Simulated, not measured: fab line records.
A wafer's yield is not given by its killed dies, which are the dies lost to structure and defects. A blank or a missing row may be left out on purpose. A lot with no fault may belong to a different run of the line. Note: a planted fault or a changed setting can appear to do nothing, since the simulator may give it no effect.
fab line records    flow n5Finfet
record: lots: 7  wafers: 39
route steps=1938 shown BEOL_M13@1696 BEOL_M15@1827
startH: start of the lot's first displayed wafer, in hours after the record's first day    waitH: hours since the lot's step before    " as in the row above    L1.1+2: a row that stands for several wafers    - no value present, or no start provided    * or withheld: withheld    < > ~ a bound
route shown NAME@n: NAME is a module with steps in the file, n the number in the route of the first one    usual: average and standard deviation across the fault-free wafers    same: alike in all rows    chamber/n: place in a boat    sites: per-site readings    _std_site: standard deviation of those values    _edge_site: outer sites' mean less inner sites'    radiusMm: how far each site lies from the wafer's centre    mask NAME#n: copy n    behind: the most recent tool/chamber to have shaped the wafer    hold: why the lot was held/for how many hours/how that ended    device: which transistor (n, p or np) failed to switch    end of line: the same wafers' tests at the end of the route    for a step that has no rows: nothing shown but its recipe    killed: dies that structure and defects cost at the first sort, which is not the same as the wafer's yield    map: a wafer's dies, marking killed ones x, the rest . and places with no die _
set.NAME: the run value of the setting; set.NAME@STEP: its run value at that earlier step    model.NAME: the simulator's own value behind a step, which no gauge read
lots whose settings were changed on purpose; a table a step, a row a wafer
== steps ==
step: N5_BEOL_M13_TRENCH_ETCH_34
recipe: chemistry: C4F8/O2/Ar  target: SiOC  targetDepthA: 4134.7  maskMaterial: SOC  pressureMtorr: 30  sourceW: 3000  biasW: 700  Ar_flow_sccm: 400  C4F8_flow_sccm: 15  O2_flow_sccm: 8  heInnerTorr: 15  heOuterTorr: 30  timeS: 162.6  ionEnergyEv: 250
lot.wafer  tool        chamber  startH  waitH  set.timeS  model.etch.depthNm
L075.1     rieDiel-03  2        281.00  0.0    162.6      410.9
L075.2     "           1        "       "      202.8      509
L075.3     "           0        "       "      202.8      508.7
L075.4     "           3        "       "      202.8      517.3
L075.5     "           3        "       "      162.6      420.3
L075.6     "           2        "       "      162.6      409.8
L077.1     rieDiel-04  0        287.79  0.0    235.1      591.5
L077.2     "           2        "       "      162.6      422.4
L077.3     "           3        "       "      162.6      417.1
L077.4     "           1        "       "      162.6      410.6
L077.5     "           3        "       "      235.1      602.4
L077.6     "           0        "       "      235.1      599.5
L080.1     rieDiel-03  2        304.47  0.0    162.6      403.6
L080.2     "           3        "       "      213.9      541.1
L080.3     "           0        "       "      162.6      406.1
L080.4     "           2        "       "      213.9      533.9
L080.5     "           3        "       "      213.9      544.8
L080.6     "           0        "       "      162.6      402.9
L079.1     rieDiel-03  3        308.98  0.0    162.6      413.2
L079.2     "           2        "       "      108.6      269.9
L079.3     "           0        "       "      162.6      402.3
L079.4     "           0        "       "      162.6      402.5
L079.5     "           2        "       "      108.6      272.4
L079.6     "           3        "       "      108.6      277
L082.1     rieDiel-01  3        320.23  0.0    189.3      478.4
L082.2     "           2        "       "      162.6      394.2
L082.3     "           1        "       "      189.3      477.8
L082.4     "           0        "       "      189.3      488.1
L082.5     "           1        "       "      162.6      407.9
L082.6     "           0        "       "      162.6      422.2
L088.1     rieDiel-03  1        362.79  0.0    254.7      629.5
L088.2     "           3        "       "      254.7      642.6
L088.3     "           0        "       "      254.7      634.6
L088.4     "           2        "       "      162.6      404.4
L088.5     "           2        "       "      162.6      403.8
L088.6     "           1        "       "      162.6      404.6
L094.1     rieDiel-04  3        408.83  0.0    162.6      413.2
L094.2     "           2        "       "      162.6      410.9
L094.5     "           1        "       "      162.6      402.1
step: N5_BEOL_M13_STRIP_70
recipe: chemistry: C4F8/O2/Ar  resist: SiARC  rfFrequencyHz: 6e+07
step: N5_BEOL_M13_OCD_MEAS_35
usual: trenchDepthNm: 408/7.3
lot.wafer  tool    chamber  startH  waitH  set.timeS@BEOL_M13_TRENCH_ETCH_34  trenchDepthNm
L075.1     ocd-01  -        281.17  0.0    162.6                              411
L075.2     "       -        "       "      202.8                              508
L075.3     "       -        "       "      202.8                              509
L075.4     "       -        "       "      202.8                              518
L075.5     "       -        "       "      162.6                              420
L075.6     "       -        "       "      162.6                              410
L077.1     ocd-02  -        287.97  0.0    235.1                              592
L077.2     "       -        "       "      162.6                              423
L077.3     "       -        "       "      162.6                              417
L077.4     "       -        "       "      162.6                              411
L077.5     "       -        "       "      235.1                              602
L077.6     "       -        "       "      235.1                              600
L080.1     ocd-02  -        304.64  0.0    162.6                              403
L080.2     "       -        "       "      213.9                              541
L080.3     "       -        "       "      162.6                              406
L080.4     "       -        "       "      213.9                              534
L080.5     "       -        "       "      213.9                              545
L080.6     "       -        "       "      162.6                              403
L079.1     ocd-02  -        309.16  0.0    162.6                              414
L079.2     "       -        "       "      108.6                              270
L079.3     "       -        "       "      162.6                              402
L079.4     "       -        "       "      162.6                              403
L079.5     "       -        "       "      108.6                              273
L079.6     "       -        "       "      108.6                              277
L082.1     ocd-01  -        320.40  0.0    189.3                              479
L082.2     "       -        "       "      162.6                              394
L082.3     "       -        "       "      189.3                              478
L082.4     "       -        "       "      189.3                              488
L082.5     "       -        "       "      162.6                              408
L082.6     "       -        "       "      162.6                              422
L088.1     ocd-02  -        362.96  0.0    254.7                              629
L088.2     "       -        "       "      254.7                              643
L088.3     "       -        "       "      254.7                              634
L088.4     "       -        "       "      162.6                              405
L088.5     "       -        "       "      162.6                              404
L088.6     "       -        "       "      162.6                              405
L094.1     ocd-01  -        409.01  0.0    162.6                              413
L094.2     "       -        "       "      162.6                              411
L094.5     "       -        "       "      162.6                              402
step: N5_BEOL_M13_STRIP_37
recipe: chemistry: N2/H2  powerW: 1000  tempC: 250  h2Frac: 0.65  overashFraction: 0.3  pressureMtorr: withheld  n2FlowSccm: 1750  h2FlowSccm: 3250
step: N5_BEOL_M13_ETCH_38
recipe: chemistry: CF4/N2  target: SiCN  targetDepthA: 675  taperDeg: 2  timeS: 71.9  ionEnergyEv: 150  maskMaterial: SiO2  pressureMtorr: 40  sourceW: 430  biasW: 70  Ar_flow_sccm: 100  cf4FlowSccm: 60  n2FlowSccm: 60
step: N5_BEOL_M13_ECD_47
recipe: material: Cu  targetThkA: 9360
step: N5_BEOL_M13_ANNEAL_48
recipe: tempC: 225  timeS: 90  ambient: N2
step: N5_BEOL_M13_CMP_49
recipe: stopOn: SiOC  tOverpolishS: 17.1  downForcePsi: 1  platenRpm: 50  clearingPlatenDownForcePsi: 1.5  clearingPlatenRpm: 50  postCmpClean: cuAlkaline  targetThkNm: 420  clearingPlatenPadVelocityMS: 0.99484  padVelocityMS: 0.99484
lot.wafer  tool    chamber  startH  waitH  set.timeS@BEOL_M13_TRENCH_ETCH_34  model.Cu_of_BEOL_M13_ECD_47.thkNm
L075.1+6   cmp-01  0        287.67  0.3    162.6                              415.8
L075.3     "       1        "       "      202.8                              513
L075.4     "       2        "       "      202.8                              524
L075.2     "       3        "       "      202.8                              515.6
L075.5     "       1        "       "      162.6                              426
L077.2     cmp-01  2        292.23  0.2    162.6                              429
L077.4     "       3        "       "      162.6                              417.8
L077.1     "       0        "       "      235.1                              597.2
L077.3     "       1        "       "      162.6                              422.6
L077.6     "       2        "       "      235.1                              607.4
L077.5     "       3        "       "      235.1                              609.8
L080.1     cmp-04  0        306.92  0.3    162.6                              408.8
L080.3     "       1        "       "      162.6                              410.4
L080.2     "       2        "       "      213.9                              545.6
L080.4     "       3        "       "      213.9                              539.6
L080.6     "       0        "       "      162.6                              410.2
L080.5     "       1        "       "      213.9                              550.4
L079.2     cmp-01  2        310.93  0.2    108.6                              276.8
L079.4     "       3        "       "      162.6                              411
L079.1     "       0        "       "      162.6                              418.8
L079.3     "       1        "       "      162.6                              407.8
L079.6     "       2        "       "      108.6                              283.2
L079.5     "       3        "       "      108.6                              279.4
L082.1+3   cmp-01  0,2      323.88  0.3    189.3                              484.2
L082.2     "       1        "       "      162.6                              400.2
L082.4     "       3        "       "      189.3                              494.8
L082.6     "       0        "       "      162.6                              429
L082.5     "       1        "       "      162.6                              413.2
L088.2     cmp-01  1        367.23  0.2    254.7                              648.2
L088.1     "       2        "       "      254.7                              636
L088.3     "       3        "       "      254.7                              642
L088.4     "       0        "       "      162.6                              409.8
L088.6     "       1        "       "      162.6                              410.2
L088.5     "       2        "       "      162.6                              408.4
L094.2     cmp-04  0        411.85  0.2    162.6                              417.2
L094.1     "       2        "       "      162.6                              418.6
L094.5     "       0        "       "      162.6                              408.2
step: N5_BEOL_M13_THK_MEAS_50
recipe: thkMeasGauge: xrf  reads: Cu_of_BEOL_M13_ECD_47
usual: M13_THK: 409/7.9
lot.wafer  tool          chamber  startH  waitH  set.timeS@BEOL_M13_TRENCH_ETCH_34  M13_THK[nm]
L075.1     filmMetro-01  -        287.96  -      162.6                              407
L075.2     "             -        "       "      202.8                              507
L075.3     "             -        "       "      202.8                              503
L075.4     "             -        "       "      202.8                              517
L075.5     "             -        "       "      162.6                              419
L075.6     "             -        "       "      162.6                              412
L077.1     filmMetro-01  -        292.53  -      235.1                              589
L077.2     "             -        "       "      162.6                              424
L077.3     "             -        "       "      162.6                              417
L077.4     "             -        "       "      162.6                              411
L077.5     "             -        "       "      235.1                              599
L077.6     "             -        "       "      235.1                              596
L080.1     filmMetro-02  -        307.22  -      162.6                              405
L080.2     "             -        "       "      213.9                              538
L080.3     "             -        "       "      162.6                              407
L080.4     "             -        "       "      213.9                              534
L080.5     "             -        "       "      213.9                              543
L080.6     "             -        "       "      162.6                              405
L079.1     filmMetro-02  -        311.22  -      162.6                              413
L079.2     "             -        "       "      108.6                              274
L079.3     "             -        "       "      162.6                              400
L079.4     "             -        "       "      162.6                              406
L079.5     "             -        "       "      108.6                              275
L079.6     "             -        "       "      108.6                              280
L082.1     filmMetro-02  -        324.18  -      189.3                              473
L082.2     "             -        "       "      162.6                              394
L082.3     "             -        "       "      189.3                              477
L082.4     "             -        "       "      189.3                              486
L082.5     "             -        "       "      162.6                              406
L082.6     "             -        "       "      162.6                              421
L088.1     filmMetro-02  -        367.52  -      254.7                              625
L088.2     "             -        "       "      254.7                              639
L088.3     "             -        "       "      254.7                              635
L088.4     "             -        "       "      162.6                              405
L088.5     "             -        "       "      162.6                              401
L088.6     "             -        "       "      162.6                              405
L094.1     filmMetro-02  -        412.11  -      162.6                              409
L094.2     "             -        "       "      162.6                              407
L094.5     "             -        "       "      162.6                              400
step: N5_BEOL_M13_PRE_CLEAN_52
recipe: gas: NH3  timeS: 15  tempC: withheld  rfPowerW: 300
step: N5_BEOL_M13_DEP_53
recipe: material: SiCN  targetThkA: 500  tempC: withheld  precursor: 3MS/NH3  pressureTorr: 3  rfW: 675  timeS: 17.8
step: N5_BEOL_M13_RS_MEAS_54
recipe: thkMeasGauge: four-point-probe  reads: Cu_of_BEOL_M13_ECD_47+Ta_of_BEOL_M13_SPUTTER_44+TaN_of_BEOL_M13_SPUTTER_43
usual: M13_RS: 0.0456/0.00084
lot.wafer  tool          chamber  startH  waitH  set.timeS@BEOL_M13_TRENCH_ETCH_34  M13_RS[ohm/sq]
L075.1     filmMetro-02  -        288.09  0.0    162.6                              0.0454
L075.2     "             -        "       "      202.8                              0.0364
L075.3     "             -        "       "      202.8                              0.0366
L075.4     "             -        "       "      202.8                              0.0358
L075.5     "             -        "       "      162.6                              0.0443
L075.6     "             -        "       "      162.6                              0.0454
L077.1     filmMetro-01  -        292.65  0.0    235.1                              0.0314
L077.2     "             -        "       "      162.6                              0.0440
L077.3     "             -        "       "      162.6                              0.0447
L077.4     "             -        "       "      162.6                              0.0453
L077.5     "             -        "       "      235.1                              0.0307
L077.6     "             -        "       "      235.1                              0.0308
L080.1     filmMetro-02  -        307.34  0.0    162.6                              0.0462
L080.2     "             -        "       "      213.9                              0.0343
L080.3     "             -        "       "      162.6                              0.0461
L080.4     "             -        "       "      213.9                              0.0347
L080.5     "             -        "       "      213.9                              0.0340
L080.6     "             -        "       "      162.6                              0.0460
L079.1     filmMetro-01  -        311.35  0.0    162.6                              0.0451
L079.2     "             -        "       "      108.6                              0.0695
L079.3     "             -        "       "      162.6                              0.0464
L079.4     "             -        "       "      162.6                              0.0460
L079.5     "             -        "       "      108.6                              0.0689
L079.6     "             -        "       "      108.6                              0.0678
L082.1     filmMetro-01  -        324.31  0.0    189.3                              0.0389
L082.2     "             -        "       "      162.6                              0.0474
L082.3     "             -        "       "      189.3                              0.0388
L082.4     "             -        "       "      189.3                              0.0380
L082.5     "             -        "       "      162.6                              0.0458
L082.6     "             -        "       "      162.6                              0.0440
L088.1     filmMetro-02  -        367.65  0.0    254.7                              0.0294
L088.2     "             -        "       "      254.7                              0.0288
L088.3     "             -        "       "      254.7                              0.0290
L088.4     "             -        "       "      162.6                              0.0461
L088.5     "             -        "       "      162.6                              0.0463
L088.6     "             -        "       "      162.6                              0.0461
L094.1     filmMetro-02  -        412.24  0.0    162.6                              0.0451
L094.2     "             -        "       "      162.6                              0.0453
L094.5     "             -        "       "      162.6                              0.0463
step: N5_BEOL_M15_DEP_53
recipe: material: SiCN  targetThkA: 500  tempC: withheld  precursor: 3MS/NH3  pressureTorr: 3  rfW: 675  timeS: 17.8
lot.wafer  tool      chamber  startH  waitH  set.targetThkA  model.SiCN_of_BEOL_M15_DEP_53.thkNm
L075.1     pecvd-04  2        298.45  0.0    500             49.6
L075.2     "         0        "       "      500             49.2
L075.3     "         1        "       "      500             49.8
L075.4     "         1        "       "      730.6           73.4
L075.5     "         0        "       "      730.6           73.6
L075.6     "         2        "       "      730.6           73.2
L077.1+6   pecvd-02  1,2      306.12  0.0    500             49.6
L077.2+3   "         2,0      "       "      500             49.4
L077.4     "         1        "       "      500             50.6
L077.5     "         0        "       "      500             50.2
L080.1     pecvd-02  2        318.81  0.0    500             49
L080.2+6   "         0        "       "      273.7           27.4
L080.3     "         1        "       "      500             49.8
L080.4     "         2        "       "      500             50
L080.5     "         1        "       "      273.7           28
L079.1     pecvd-04  0        321.91  0.0    414.9           41.2
L079.2     "         2        "       "      414.9           41
L079.3     "         1        "       "      414.9           40.2
L079.4     "         1        "       "      500             50.2
L079.5     "         2        "       "      500             50
L079.6     "         0        "       "      500             50.4
L082.1+4   pecvd-03  2,1      336.81  0.0    602.3           60.4
L082.2     "         1        "       "      602.3           60
L082.3     "         0        "       "      500             49.8
L082.5     "         2        "       "      500             51.8
L082.6     "         0        "       "      500             50.4
L088.1     pecvd-04  1        381.14  0.0    500             49.2
L088.2     "         2        "       "      500             50.2
L088.3     "         0        "       "      500             49.8
L088.4     "         1        "       "      500             50.4
L088.5     "         0        "       "      500             50
L088.6     "         2        "       "      500             51
L094.1     pecvd-03  2        425.53  0.0    500             49.6
L094.2     "         1        "       "      500             48
L094.5     "         2        "       "      500             50.6
== key ==
split: step: N5_BEOL_M13_TRENCH_ETCH_34  setting: timeS  stated: 162.6  by: wafer
response: step: N5_BEOL_M13_TRENCH_ETCH_34  reading: model.etch.depthNm  change: +4.1  per: 1%  r: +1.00
response: step: N5_BEOL_M13_OCD_MEAS_35  reading: trenchDepthNm  change: +4.09  per: 1%  r: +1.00
response: step: N5_BEOL_M13_CMP_49  reading: model.Cu_of_BEOL_M13_ECD_47.thkNm  change: +4.11  per: 1%  r: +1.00
response: step: N5_BEOL_M13_THK_MEAS_50  reading: M13_THK  change: +4.03  per: 1%  r: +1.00
response: step: N5_BEOL_M13_RS_MEAS_54  reading: M13_RS  shape: bent  atLowest: 0.0687  atStated: 0.0456  atHighest: 0.0291
split: step: N5_BEOL_M15_DEP_53  setting: targetThkA  stated: 500  by: wafer
response: step: N5_BEOL_M15_DEP_53  reading: model.SiCN_of_BEOL_M15_DEP_53.thkNm  change: +0.502  per: 1%  r: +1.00
